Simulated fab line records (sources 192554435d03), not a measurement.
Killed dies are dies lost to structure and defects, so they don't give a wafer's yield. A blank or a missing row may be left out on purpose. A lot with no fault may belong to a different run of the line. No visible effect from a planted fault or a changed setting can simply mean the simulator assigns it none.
Chamber matching | flow n5 finfet | N5_HKMG_FIN_STRIP_93 on rie diel-05: 4 sister chambers
The step strips SOC in N2/H2, time 20 s. 20 wafers are shown with their chamber, then 10 later ones without.

== WAFERS PAIRED WITH THEIR CHAMBERS ==
wafer  | chamber | throttle valve pct (%) | drypump motor current A (A) | showerhead plenum p Torr (Torr)
L074.1 | 1       | 19.0                   | 5.0                         | 3.36
L074.2 | 0       | 19.0                   | 5.9                         | 3.21
L074.5 | 3       | 18.6                   | 6.2                         | 3.46
L078.2 | 2       | 19.4                   | 6.0                         | 3.20
L078.3 | 3       | 18.6                   | 6.1                         | 3.45
L078.6 | 3       | 18.6                   | 6.1                         | 3.45
L079.1 | 2       | 19.4                   | 6.0                         | 3.20
L079.4 | 0       | 19.0                   | 5.9                         | 3.21
L079.6 | 1       | 19.0                   | 5.0                         | 3.35
L082.1 | 2       | 19.4                   | 5.9                         | 3.20
L082.2 | 1       | 19.0                   | 5.0                         | 3.35
L082.6 | 0       | 19.0                   | 5.9                         | 3.20
L087.1 | 1       | 19.1                   | 5.0                         | 3.35
L087.5 | 2       | 19.4                   | 6.0                         | 3.19
L087.6 | 3       | 18.6                   | 6.2                         | 3.44
L089.1 | 0       | 19.0                   | 5.9                         | 3.20
L089.3 | 3       | 18.6                   | 6.2                         | 3.44
L089.4 | 1       | 19.1                   | 5.0                         | 3.34
L088.1 | 0       | 19.0                   | 5.9                         | 3.20
L088.4 | 3       | 18.6                   | 6.2                         | 3.44

SIGNATURES (averages over the wafers above)
reading                  | chamber 0 | chamber 1 | chamber 2 | chamber 3 | scatter within a chamber
throttle valve pct       | 19.000    | 19.040    | 19.400    | 18.600    | 0.0274
drypump motor current A  | 5.900     | 5.000     | 5.975     | 6.167     | 0.0361
showerhead plenum p Torr | 3.2040    | 3.3500    | 3.1975    | 3.4467    | 0.00675
Rule: a wafer lies at a distance from a chamber equal to the root of the sum of squares, over the readings, of (its reading less the chamber's mean, divided by the reading's scatter). If the next closest chamber is less than 2 further off than the closest, the wafer can't be placed; otherwise it belongs to the closest. The scatter: the root of (the sum of the squares of (reading less its chamber's mean) over the shown wafers, divided by (wafers less chambers)).

== WAFERS WHOSE CHAMBER IS MISSING ==
wafer  | throttle valve pct (%) | drypump motor current A (A) | showerhead plenum p Torr (Torr)
L088.5 | 18.6                   | 6.2                         | 3.44
L090.3 | 19.0                   | 5.9                         | 3.20
L090.5 | 19.0                   | 5.9                         | 3.20
L090.6 | 19.1                   | 5.0                         | 3.34
L093.1 | 19.0                   | 5.9                         | 3.19
L093.4 | 19.1                   | 5.0                         | 3.34
L093.6 | 18.6                   | 6.2                         | 3.44
L097.1 | 19.1                   | 5.0                         | 3.33
L097.2 | 18.6                   | 6.2                         | 3.43
L097.3 | 19.0                   | 5.9                         | 3.19

== CHAMBER TAKEN BY EACH ==
wafer  | from the rows above | in truth
L088.5 | 3                   | 3
L090.3 | 0                   | 0
L090.5 | 0                   | 0
L090.6 | 1                   | 1
L093.1 | 0                   | 0
L093.4 | 1                   | 1
L093.6 | 3                   | 3
L097.1 | 1                   | 1
L097.2 | 3                   | 3
L097.3 | 0                   | 0
10 of 10 placed correctly. Number that these rows cannot place: 0. Wrongly placed: 0.
